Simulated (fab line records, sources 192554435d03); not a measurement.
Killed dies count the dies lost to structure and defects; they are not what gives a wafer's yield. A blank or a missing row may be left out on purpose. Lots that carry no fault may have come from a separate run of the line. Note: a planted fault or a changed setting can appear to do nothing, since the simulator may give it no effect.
Matching of chambers -- flow n5_finfet -- 3 sister chambers for N5_BEOL_M0_SAQP_HM_DEP_111 on pecvd-02
The step deposits SiO2 from SiH4/N2O, target thk 12 nm, time 7.2 s. 22 wafers are shown with their chamber, then 11 later ones without.

== WAFERS WITH THEIR CHAMBER ==
wafer,chamber,showerhead_plenum_p_Torr (Torr),heater_power_w (W),susceptor_temp_C (C)
L074.2,1,8.34,758,400.26
L074.3,2,7.98,745,400.01
L074.4,2,7.97,722,399.81
L075.1,0,7.95,765,400.00
L075.2,1,8.33,665,399.89
L075.5,1,8.34,660,399.67
L076.2,0,7.92,861,400.30
L076.4,1,8.32,774,400.27
L076.5,2,7.97,760,400.21
L077.3,2,7.98,636,400.13
L077.5,0,7.94,833,399.83
L077.6,1,8.31,700,400.40
L083.2,2,7.99,712,399.81
L083.5,0,7.93,747,400.11
L083.6,1,8.34,627,399.87
L087.1,0,7.95,848,399.88
L087.4,2,7.98,732,399.81
L087.5,0,7.94,869,400.03
L089.1,1,8.33,730,400.23
L089.2,0,7.92,843,400.25
L089.4,0,7.95,849,400.22
L091.3,0,7.95,783,400.07

SIGNATURES (means of the wafers above)
reading,chamber 0,chamber 1,chamber 2,scatter within a chamber
showerhead_plenum_p_Torr,7.9389,8.3300,7.9783,0.0112
heater_power_w,822.00,702.00,717.83,47.8
susceptor_temp_C,400.0767,400.0843,399.9633,0.207
Rule: a wafer lies at a distance from a chamber equal to the root of the sum of squares, over the readings, of (its reading less the chamber's mean, divided by the reading's scatter). The wafer belongs to the nearest chamber; if the next one is less than 2 further off, it can't be placed. The scatter: the root of (the sum of the squares of (reading less its chamber's mean) over the shown wafers, divided by (wafers less chambers)).

== WAFERS WITHOUT THEIR CHAMBER ==
wafer,showerhead_plenum_p_Torr (Torr),heater_power_w (W),susceptor_temp_C (C)
L091.4,8.34,743,399.70
L091.6,7.96,777,400.08
L092.4,7.93,825,399.91
L092.5,8.31,703,399.83
L092.6,7.93,822,399.93
L095.1,7.96,646,400.14
L095.2,7.94,871,399.57
L095.3,8.31,746,400.05
L097.1,7.97,701,399.93
L097.3,7.94,775,400.55
L097.6,8.32,751,399.92

== THE CHAMBER EACH PASSED THROUGH ==
wafer,from the rows above,in truth
L091.4,1,1
L091.6,can't be placed: 0 or 2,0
L092.4,0,0
L092.5,1,1
L092.6,0,0
L095.1,can't be placed: 2 or 0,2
L095.2,0,0
L095.3,1,1
L097.1,2,2
L097.3,0,0
L097.6,1,1
Placed correctly: 9 of 11. From these rows, 2 cannot be placed; in 2 the true chamber is one of the candidates. 0 placed wrongly.
